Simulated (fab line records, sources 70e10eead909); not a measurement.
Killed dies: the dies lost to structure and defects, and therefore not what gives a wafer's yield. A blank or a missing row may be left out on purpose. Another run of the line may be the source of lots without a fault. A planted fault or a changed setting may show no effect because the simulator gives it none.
A struck lot beside a sound one | flow nandHarc | 14 out of 1159 route steps
Sound: these wafers, L869.2, L869.3, L869.4. Struck: wafer L880.4; the same lot's L880.5 was not struck, so it is left out; see the end for the cause.
For every step that has rows: the tool of each side, followed by ch and its chambers, followed by its first start. Under that, the readings that differ: sound wafers | struck wafers | difference of the means | sigmas: that difference in standard deviations of wafers without a fault.
alike: same words and numbers on both sides, and readings whose means sit less than 2 such deviations apart. not compared: any withheld reading, any reading some wafer has no value for, any bound like >300 that may hide the same value, and any number with overlapping values for which the record gives no deviation.
A row with sigmas, a row that says differs or no value, or rows on one side alone: a step with any of these is where the two part. Numbers that don't overlap but have no deviation are shown without sigmas and don't part them. A reading that every wafer of one side lacks parts them only if that side has two wafers or more.

first, 5 steps without rows for these wafers: NHARC_A_STAIRCASE_EBR_180; NHARC_A_STAIRCASE_EXPOSE_181 (exposes mask STAIR 2); NHARC_A_STAIRCASE_PEB_182 (peb time 130 s); NHARC_A_STAIRCASE_DEVELOP_183 (time 140 s); NHARC_A_STAIRCASE_HARDBAKE_185 (time 140 s).
NHARC_A_STAIRCASE_DESCUM_186: chemistry O2, time 3 s.
  sound on rieDiel-01 ch 0,1,3, day 11 19:05; struck on rieDiel-01 ch 1, day 14 23:14
reading             | sound    | struck | difference | sigmas
rfHoursCounterH (h) | 39 39 35 | 0      | -38        | 
  alike: drypumpMotorCurrentA, oesProductAu, rfVppV, showerheadPlenumPTorr, throttleValvePct
then, 1 step without rows for these wafers: NHARC_A_STAIRCASE_TRIM_187 (chemistry O2, time 211.2 s).
NHARC_A_STAIRCASE_ETCH_188: etches the open film in C4F8/O2, target depth 100 nm, time 40.5 s.
  sound: rieDiel-01 ch 0,1,3; struck: rieDiel-01 ch 2
reading             | sound          | struck | difference | sigmas
rfHoursCounterH (h) | 39 35 39       | 0      | -38        | 
runLengthS (s)      | 61.6 61.2 61.3 | 62.6   | +1.2       | +2
  alike: oesProductAu, rfVppV
NHARC_A_STAIRCASE_TRIM_189: chemistry O2, time 211.2 s.
  sound: rieDiel-01 ch 0,1,3; struck: rieDiel-01 ch 0
reading             | sound    | struck | difference | sigmas
rfHoursCounterH (h) | 40 35 39 | 1      | -37        | 
  alike: drypumpMotorCurrentA, oesProductAu, rfVppV, showerheadPlenumPTorr, throttleValvePct
then, 1 step without rows for these wafers: NHARC_A_STAIRCASE_ETCH_190 (etches the open film in C4F8/O2, target depth 100 nm, time 40.5 s).
NHARC_A_STAIRCASE_TRIM_191: chemistry O2, time 211.2 s.
  sound: rieDiel-01 ch 0,1,3; struck: rieDiel-01 ch 1
reading             | sound    | struck | difference | sigmas
rfHoursCounterH (h) | 40 39 35 | 1      | -37        | 
  alike: drypumpMotorCurrentA, oesProductAu, rfVppV, showerheadPlenumPTorr, throttleValvePct
NHARC_A_STAIRCASE_ETCH_192: etches the open film in C4F8/O2, target depth 100 nm, time 40.5 s.
  sound on rieDiel-01 ch 0,1,2, day 11 20:04; struck on rieDiel-01 ch 0, day 15 00:19
reading             | sound          | struck | difference | sigmas
rfHoursCounterH (h) | 39 40 40       | 1      | -39        | 
runLengthS (s)      | 61.6 62.6 60.8 | 48.4   | -13.3      | -25
  alike: oesProductAu, rfVppV
NHARC_A_STAIRCASE_TRIM_193: chemistry O2, time 211.2 s.
  sound: rieDiel-01 ch 0,1,3; struck: rieDiel-01 ch 1
reading             | sound    | struck | difference | sigmas
rfHoursCounterH (h) | 35 39 40 | 1      | -37        | 
  alike: drypumpMotorCurrentA, oesProductAu, rfVppV, showerheadPlenumPTorr, throttleValvePct
-- jump in the record: it breaks off in module A_STAIRCASE and resumes in module END (first step shown: number 1159 of the route), and 8 days separate the struck wafers' starts before and after --
NHARC_END_SORT_01:
  sound on prober-01 ch 0, day 20 09:55; struck on prober-02 ch 0, day 23 05:43
reading       | sound    | struck | difference | sigmas
killedAtArray | 13 12 19 | 674    | +659       | +66
killedDies    | 18 15 27 | 677    | +657       | +66
  alike: killedAtOther, killedAtPeriphery, killedOpen, killedShort

== WHERE THEY PART ==
First at NHARC_A_STAIRCASE_ETCH_188; last, within this record, at NHARC_END_SORT_01.

WHY: whatever the simulator had introduced
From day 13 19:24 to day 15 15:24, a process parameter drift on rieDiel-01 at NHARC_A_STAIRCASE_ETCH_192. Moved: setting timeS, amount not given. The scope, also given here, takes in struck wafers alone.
